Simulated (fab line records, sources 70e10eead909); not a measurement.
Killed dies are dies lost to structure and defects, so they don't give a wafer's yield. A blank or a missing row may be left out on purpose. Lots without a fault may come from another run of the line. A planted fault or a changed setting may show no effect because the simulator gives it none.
fab line records | flow nand_harc
record lots=6 wafers=18 last_day=33
route steps=1302 shown A_STAIRCASE@773 END@1302
lots that met no fault: from a run of the same line without faults
start_h: hours from the record's first day to the start of the lot's first wafer shown | wait_h: hours since the lot's step before | " the same as in the row above | L1.1+2: a row that stands for several wafers | - no value, or no start given | * or withheld: withheld | < > ~ a bound
route shown NAME@n: a module of which the file shows steps, and the number in the route of the first | usual: mean/standard deviation of fault-free wafers | same: alike in all rows | chamber/n: place in a boat | sites: the reading at each site | _std_site: their standard deviation | _edge_site: outer sites' mean less inner sites' | radius_mm: how far each site lies from the wafer's centre | mask NAME#n: copy n | behind: the tool/chamber that last shaped the wafer | hold: why the lot was held/for how many hours/how that ended | device: the transistor (n, p or np) that didn't switch | end of line: the same wafers' tests at the end of the route | a step without rows: its recipe alone | killed: dies lost to structure and defects at the first sort, not the wafer's yield | map: a wafer's dies, x killed, . not, _ none there
set.NAME: the setting as run; set.NAME@STEP: as run at that earlier step | model.NAME: the simulator's own value behind a step, which no gauge read
lots at some steps of the route; a table a step, a row a wafer
services: from which hour (start_h, from the record's first day; less than 0 if before it) a tool's chamber was out of use, for how many hours, and why
## steps
# step NHARC_A_STAIRCASE_DEP_259
# recipe target_thk_a=300 target_thk_nm=30 temp_c=400 pressure_torr=3.5 flow_sccm=200 rf_w=350 material=SiON
# usual heater_power_w=743/92
# columns lot.wafer tool chamber start_h wait_h heater_power_w
L310.1 pecvd-02 2 463.04 1.5 892
L310.5 " 0 " " 761
L310.4 " 1 " " 843
L309.3 pecvd-02 1 464.86 0.9 751
L309.1 " 0 " " 844
L309.6 " 2 " " 898
L311.2 pecvd-01 0 478.02 1.2 664
L311.1 " 2 " " 591
L311.4 " 1 " " 660
L312.2 pecvd-04 0 488.91 1.2 664
L312.1 " 2 " " 728
L312.6 " 2 " " 730
L315.2 pecvd-02 2 515.87 1.3 834
L315.4 " 2 " " 828
L315.5 " 0 " " 800
L324.1 pecvd-04 2 593.38 1.6 724
L324.4 " 1 " " 774
L324.5 " 2 " " 725
# step NHARC_A_STAIRCASE_DEHYDRATE_260
# recipe temp_c=150 time_s=120
# step NHARC_A_STAIRCASE_HMDS_261
# recipe time_s=30
# step NHARC_A_STAIRCASE_COAT_262
# recipe spin_rpm=1200
# step NHARC_A_STAIRCASE_SOFTBAKE_263
# recipe temp_c=135 time_s=170
# step NHARC_A_STAIRCASE_EBR_264
# step NHARC_A_STAIRCASE_EXPOSE_265
# recipe na=0.5 dose_mj=25.01 mask_id=CHOP_200
# step NHARC_A_STAIRCASE_PEB_266
# recipe peb_temp_c=115 peb_time_s=130
# step NHARC_A_STAIRCASE_DEVELOP_267
# recipe time_s=140
# step NHARC_A_STAIRCASE_HARDBAKE_269
# recipe temp_c=120 time_s=140
# step NHARC_A_STAIRCASE_DESCUM_270
# recipe time_s=3 o2_flow_sccm=200 ar_flow_sccm=0 bias_power_w=0 chemistry=O2
# usual drypump_motor_current_A=5.7/0.34 mfc_ar_sccm=0.014/0.015 oes_product_au=0.999/0.01 rf_vpp_V=57.8/0.87 showerhead_plenum_p_Torr=1.94/0.073 throttle_valve_pct=11.312/0.0089
# same time_s=3
# columns lot.wafer tool chamber start_h wait_h drypump_motor_current_A mfc_ar_sccm oes_product_au rf_hours_counter_h rf_vpp_V showerhead_plenum_p_Torr throttle_valve_pct
L310.1 rie_diel-06 0 464.03 - 5.3 0.039 1.005 46 56.6 1.83 11.305
L310.4 " 1 " " 5.6 0 0.986 45 57.4 1.76 11.308
L310.5 " 0 " " 5.3 0.039 1.004 - 55.6 1.83 11.317
L309.1 rie_diel-13 1 465.83 - 5.9 0.028 1.009 42 58.4 2.03 11.319
L309.3 " 0 " " 5.3 0 0.989 43 58.4 1.95 11.319
L309.6 " 2 " " 5.5 0.041 1.005 - 58.8 1.92 11.322
L311.2 rie_diel-13 2 478.88 - 5.5 0.041 1.008 47 58.3 1.92 11.307
L311.4 " 3 " " 5.9 0.016 1.015 48 58.0 1.93 11.314
L311.1 " 1 " " 5.9 0.028 1.011 46 58.6 2.03 11.302
L312.2 rie_diel-13 3 489.89 - 5.9 0.016 1.016 55 57.4 1.92 11.325
L312.1 " 0 " " 5.2 0 1.000 54 58.1 1.94 11.308
L312.6 " 0 " " 5.3 0 0.996 - 56.4 1.94 11.314
L315.4 rie_diel-13 3 516.85 - 5.9 0.016 1.024 61 57.5 1.92 11.294
L315.2 " 0 " " 5.2 0 1.014 60 56.6 1.94 11.307
L315.5 " 0 " " 5.2 0 0.993 - 59.4 1.94 11.306
L324.1 rie_diel-01 1 594.31 - 6.0 0.009 0.988 12 58.2 1.91 11.310
L324.4 " 3 " " 6.1 0.002 1.003 9 57.5 2.02 11.309
L324.5 " 1 " " 6.0 0.009 0.988 - 58.3 1.91 11.305
# step NHARC_A_STAIRCASE_ETCH_271
# recipe cf4_flow_sccm=100 chf3_flow_sccm=30 ar_flow_sccm=0 rf_w=500 bias_w=200 chemistry=CF4/CHF3
# usual bias_w=200.1/0.63 cf4_flow_sccm=100.0/0.31 drypump_motor_current_A=5.7/0.34 mfc_ar_sccm=0.013/0.015 oes_product_au=0.953/0.02 rf_vpp_V=371.2/2.1 showerhead_plenum_p_Torr=1.59/0.057 throttle_valve_pct=16.802/0.0089
# columns lot.wafer tool chamber start_h wait_h bias_w cf4_flow_sccm drypump_motor_current_A mfc_ar_sccm oes_product_au rf_hours_counter_h rf_vpp_V showerhead_plenum_p_Torr throttle_valve_pct
L310.4 rie_diel-06 1 464.10 0.1 - - - - - - - - -
L310.1 " 3 " " - - - - - - - - -
L310.5 " 2 " " - - - - - - - - -
L309.3 rie_diel-13 3 465.93 0.1 - - - - - - - - -
L309.1 " 0 " " - - - - - - - - -
L309.6 " 2 " " - - - - - - - - -
L311.4 rie_diel-13 3 478.96 0.1 199.5 99.5 5.9 0.016 0.934 48 370.4 1.58 16.809
L311.1 " 1 " " 200.5 100.3 5.9 0.028 0.928 46 374.8 1.66 16.785
L311.2 " 2 " " 199.2 100.6 5.5 0.041 0.931 47 370.2 1.58 16.804
L312.2 rie_diel-13 0 489.98 0.1 200.6 100.5 5.3 0 0.955 54 371.7 1.60 16.817
L312.1 " 3 " " 201.1 100.5 5.9 0.016 0.963 55 370.3 1.58 16.796
L312.6 " 0 " " 200.5 100.3 5.2 0 0.950 - 373.5 1.60 16.810
L315.2 rie_diel-13 1 516.93 0.1 199.5 99.9 5.9 0.028 0.973 58 373.0 1.66 16.790
L315.4 " 3 " " 200.6 99.7 5.9 0.016 0.979 61 370.6 1.58 16.807
L315.5 " 2 " " 198.9 99.9 5.5 0.041 0.980 - 371.0 1.58 16.809
L324.4 rie_diel-01 1 594.39 0.1 199.4 100.1 6.0 0.009 0.909 12 369.4 1.57 16.804
L324.1 " 2 " " 200.1 99.8 5.5 0 0.913 12 369.4 1.54 16.816
L324.5 " 1 " " 199.8 99.9 6.0 0.009 0.905 - 370.8 1.57 16.800
# step NHARC_A_STAIRCASE_HM_OPEN_457
# recipe o2_flow_sccm=400 cos_flow_sccm=20 ar_flow_sccm=0 rf_w=500 bias_w=300 chemistry=O2/COS
# usual bias_w=300.0/0.77 drypump_motor_current_A=5.7/0.34 mfc_ar_sccm=0.013/0.015 oes_product_au=0.998/0.011 rf_vpp_V=468.0/2.6 showerhead_plenum_p_Torr=3.16/0.11 throttle_valve_pct=28.329/0.0083
# columns lot.wafer tool chamber start_h wait_h bias_w drypump_motor_current_A mfc_ar_sccm oes_product_au rf_hours_counter_h rf_vpp_V showerhead_plenum_p_Torr throttle_valve_pct
L310.4 rie_diel-06 2 464.25 0.1 300.5 6.2 0.008 0.987 46 467.1 3.13 28.338
L310.1 " 0 " " 299.4 5.3 0.039 1.007 46 463.4 3.00 28.333
L310.5 " 2 " " 301.0 6.3 0.008 0.983 - 468.0 3.13 28.342
L309.3 rie_diel-13 1 466.06 0.1 299.1 5.9 0.028 1.000 42 470.3 3.30 28.343
L309.1 " 2 " " 301.2 5.6 0.041 1.008 42 466.7 3.14 28.337
L309.6 " 1 " " 299.6 5.9 0.028 1.016 - 471.2 3.30 28.332
L311.4 rie_diel-13 1 - - 300.1 5.9 0.028 0.980 46 472.0 3.30 28.325
L311.2 " 3 " " 300.8 5.9 0.016 1.006 49 467.8 3.14 28.341
L311.1 " 0 " " 299.5 5.3 0 0.995 48 467.3 3.17 28.326
L312.1 rie_diel-13 3 - - 299.3 5.9 0.016 1.023 55 467.1 3.14 28.326
L312.2 " 0 " " 300.0 5.3 0 1.005 54 468.9 3.17 28.328
L312.6 " 3 " " 299.9 5.9 0.016 1.025 - 467.5 3.14 28.338
L315.2 rie_diel-13 1 - - 299.2 6.0 0.028 0.997 58 470.4 3.29 28.331
L315.4 " 3 " " 299.1 5.9 0.016 1.009 61 466.9 3.14 28.323
L315.5 " 1 " " 300.0 5.9 0.028 0.994 - 470.9 3.29 28.331
L324.1 rie_diel-01 1 - - 300.1 6.0 0.009 0.990 12 468.2 3.12 28.322
L324.4 " 3 " " 299.8 6.2 0.002 1.008 9 469.3 3.28 28.325
L324.5 " 0 " " 299.6 5.4 0 0.996 - 471.3 3.31 28.330
# step NHARC_END_SORT_01
# recipe temp_c=25
# usual killed_at_array=55/19 killed_at_other=0.8/1.1 killed_at_periphery=4.0/2.6 killed_dies=60/20 killed_open=3.4/1.7 killed_short=2.6/1.5
# same gross_dies=677
# columns lot.wafer tool chamber start_h wait_h killed_at_array killed_at_other killed_at_periphery killed_dies killed_open killed_short
L309.1 prober-01 0 652.88 2.5 667 0 10 677 3 2
L309.3 prober-01 0 654.47 3.1 674 0 3 677 3 2
L309.6 prober-01 0 656.86 4.0 675 0 2 677 1 3
L310.1 prober-02 0 658.18 2.5 672 2 3 677 4 2
L310.4 prober-02 0 660.58 3.4 671 1 5 677 2 4
L310.5 prober-02 0 661.38 3.7 671 2 4 677 2 3
# killed by level:class
L309.1 A_STAIRCASE:area_etch=634 A_CHANNEL_HOLE_D2:chamber_film_flake=12 A_CHANNEL_HOLE_D1:chamber_film_flake=7 P_ZERO_WELL:chamber_film_flake=6 P_M1:chamber_film_flake=3 A_DECK1_JOINT:chamber_film_flake=2 A_SLIT:chamber_film_flake=2 A_WL_FILL:chamber_film_flake=2
L309.3 A_STAIRCASE:area_etch=636 A_CHANNEL_HOLE_D2:chamber_film_flake=18 A_CHANNEL_HOLE_D1:chamber_film_flake=7 A_SLIT:chamber_film_flake=4 A_CONTACT:chamber_film_flake=4 P_ZERO_WELL:chamber_film_flake=2 P_CONTACT:geometric_particle:short=1 A_ONON_D1:geometric_particle:open=1
L309.6 A_STAIRCASE:area_etch=634 A_CHANNEL_HOLE_D2:chamber_film_flake=18 A_CHANNEL_HOLE_D1:chamber_film_flake=10 A_WL_FILL:chamber_film_flake=6 A_CONTACT:chamber_film_flake=2 A_SGD_CUT:geometric_particle:short=1 A_WL_FILL:geometric_particle:short=1 A_CONTACT:geometric_particle:short=1
L310.1 A_STAIRCASE:area_etch=598 A_CHANNEL_HOLE_D1:chamber_film_flake=35 A_SLIT:chamber_film_flake=26 P_ZERO_WELL:chamber_film_flake=3 A_CHANNEL_HOLE_D2:chamber_film_flake=3 A_CHANNEL_FILL_D2:geometric_particle:short=2 A_M0:geometric_particle:open=2 A_CHANNEL_FILL_D1:chamber_film_flake=2
L310.4 A_STAIRCASE:area_etch=599 A_SLIT:chamber_film_flake=32 A_CHANNEL_HOLE_D1:chamber_film_flake=24 A_CHANNEL_HOLE_D2:chamber_film_flake=8 A_CONTACT:chamber_film_flake=4 P_STI:geometric_particle:short=1 P_GATE:geometric_particle:short=1 P_CONTACT:geometric_particle:open=1
L310.5 A_STAIRCASE:area_etch=592 A_SLIT:chamber_film_flake=31 A_CHANNEL_HOLE_D1:chamber_film_flake=29 A_CHANNEL_HOLE_D2:chamber_film_flake=10 P_BONDPAD:chamber_film_flake=2 A_STAIRCASE:chamber_film_flake=2 A_CONTACT:chamber_film_flake=2 THIN_TSV:chamber_film_flake=2
# map L309.1 (x killed, . not)
____________x____________
_________xxxxxxx_________
_______xxxxxxxxxxx_______
______xxxxxxxxxxxxx______
_____xxxxxxxxxxxxxxx_____
____xxxxxxxxxxxxxxxxx____
____xxxxxxxxxxxxxxxxx____
___xxxxxxxxxxxxxxxxxxx___
___xxxxxxxxxxxxxxxxxxx___
__xxxxxxxxxxxxxxxxxxxxx__
__xxxxxxxxxxxxxxxxxxxxx__
_xxxxxxxxxxxxxxxxxxxxxxx_
_xxxxxxxxxxxxxxxxxxxxxxx_
_xxxxxxxxxxxxxxxxxxxxxxx_
_xxxxxxxxxxxxxxxxxxxxxxx_
_xxxxxxxxxxxxxxxxxxxxxxx_
xxxxxxxxxxxxxxxxxxxxxxxxx
xxxxxxxxxxxxxxxxxxxxxxxxx
xxxxxxxxxxxxxxxxxxxxxxxxx
xxxxxxxxxxxxxxxxxxxxxxxxx
xxxxxxxxxxxxxxxxxxxxxxxxx
_xxxxxxxxxxxxxxxxxxxxxxx_
_xxxxxxxxxxxxxxxxxxxxxxx_
_xxxxxxxxxxxxxxxxxxxxxxx_
_xxxxxxxxxxxxxxxxxxxxxxx_
_xxxxxxxxxxxxxxxxxxxxxxx_
__xxxxxxxxxxxxxxxxxxxxx__
__xxxxxxxxxxxxxxxxxxxxx__
___xxxxxxxxxxxxxxxxxxx___
___xxxxxxxxxxxxxxxxxxx___
____xxxxxxxxxxxxxxxxx____
____xxxxxxxxxxxxxxxxx____
_____xxxxxxxxxxxxxxx_____
______xxxxxxxxxxxxx______
_______xxxxxxxxxxx_______
_________xxxxxxx_________
____________x____________
# map L310.1 (x killed, . not)
____________x____________
_________xxxxxxx_________
_______xxxxxxxxxxx_______
______xxxxxxxxxxxxx______
_____xxxxxxxxxxxxxxx_____
____xxxxxxxxxxxxxxxxx____
____xxxxxxxxxxxxxxxxx____
___xxxxxxxxxxxxxxxxxxx___
___xxxxxxxxxxxxxxxxxxx___
__xxxxxxxxxxxxxxxxxxxxx__
__xxxxxxxxxxxxxxxxxxxxx__
_xxxxxxxxxxxxxxxxxxxxxxx_
_xxxxxxxxxxxxxxxxxxxxxxx_
_xxxxxxxxxxxxxxxxxxxxxxx_
_xxxxxxxxxxxxxxxxxxxxxxx_
_xxxxxxxxxxxxxxxxxxxxxxx_
xxxxxxxxxxxxxxxxxxxxxxxxx
xxxxxxxxxxxxxxxxxxxxxxxxx
xxxxxxxxxxxxxxxxxxxxxxxxx
xxxxxxxxxxxxxxxxxxxxxxxxx
xxxxxxxxxxxxxxxxxxxxxxxxx
_xxxxxxxxxxxxxxxxxxxxxxx_
_xxxxxxxxxxxxxxxxxxxxxxx_
_xxxxxxxxxxxxxxxxxxxxxxx_
_xxxxxxxxxxxxxxxxxxxxxxx_
_xxxxxxxxxxxxxxxxxxxxxxx_
__xxxxxxxxxxxxxxxxxxxxx__
__xxxxxxxxxxxxxxxxxxxxx__
___xxxxxxxxxxxxxxxxxxx___
___xxxxxxxxxxxxxxxxxxx___
____xxxxxxxxxxxxxxxxx____
____xxxxxxxxxxxxxxxxx____
_____xxxxxxxxxxxxxxx_____
______xxxxxxxxxxxxx______
_______xxxxxxxxxxx_______
_________xxxxxxx_________
____________x____________
## services
# columns tool chamber start_h hours kind
pecvd-04 - 450.12 13.0 pm
rie_diel-13 0 450.88 - clean
rie_diel-13 1 450.88 - clean
rie_diel-13 2 450.88 - clean
rie_diel-13 3 450.88 - clean
pecvd-01 0 453.72 6.8 repair
rie_diel-13 0 475.38 - clean
rie_diel-13 1 475.38 - clean
rie_diel-13 2 475.38 - clean
rie_diel-13 3 475.38 - clean
pecvd-04 - 480.12 1.9 repair
rie_diel-06 - 484.70 9.0 pm
pecvd-02 2 490.44 13.5 repair
pecvd-01 - 492.45 13.0 pm
rie_diel-13 0 499.88 - clean
rie_diel-13 1 499.88 - clean
rie_diel-13 2 499.88 - clean
rie_diel-13 3 499.88 - clean
rie_diel-13 - 519.00 9.0 pm
rie_diel-01 - 557.82 9.0 pm
rie_diel-13 3 571.34 4.3 repair
rie_diel-13 0 583.55 8.3 repair
rie_diel-06 - 588.48 2.4 repair
pecvd-02 - 590.62 13.0 pm
## key
first_sign step=NHARC_A_STAIRCASE_ETCH_271 reading=tool_record direction=missing
effect step=NHARC_END_SORT_01 reading=killed_at_array direction=up sigmas=32 usual=55 struck=672
more_kills_born_at NHARC_A_STAIRCASE_ETCH_271@rie_diel-13=1904 NHARC_A_STAIRCASE_ETCH_271@rie_diel-06=1789
met_at NHARC_A_STAIRCASE_ETCH_271
struck_wafers L309.1,L309.3,L309.6,L310.1,L310.4,L310.5
later_rows_left_out L309.1,L309.3,L309.6,L310.1,L310.4,L310.5
tester_left_out L309,L310
fault kind=skipped_step_whole tool=rie_diel-06,rie_diel-13 chamber=- onset_h=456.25 steps=NHARC_A_STAIRCASE_ETCH_271 scope=struck_lots_only
# tester_left_out: of these lots the tester's yield and bins aren't shown, on N5 and GAA mostly nor the transistor test; their killed dies are dies lost to structure and defects alone, not to doping, threshold or leakage, so they don't give the yield
# later_rows_left_out: the simulator's readings of these wafers behind a module that went badly wrong aren't trusted and aren't shown, but for the sort
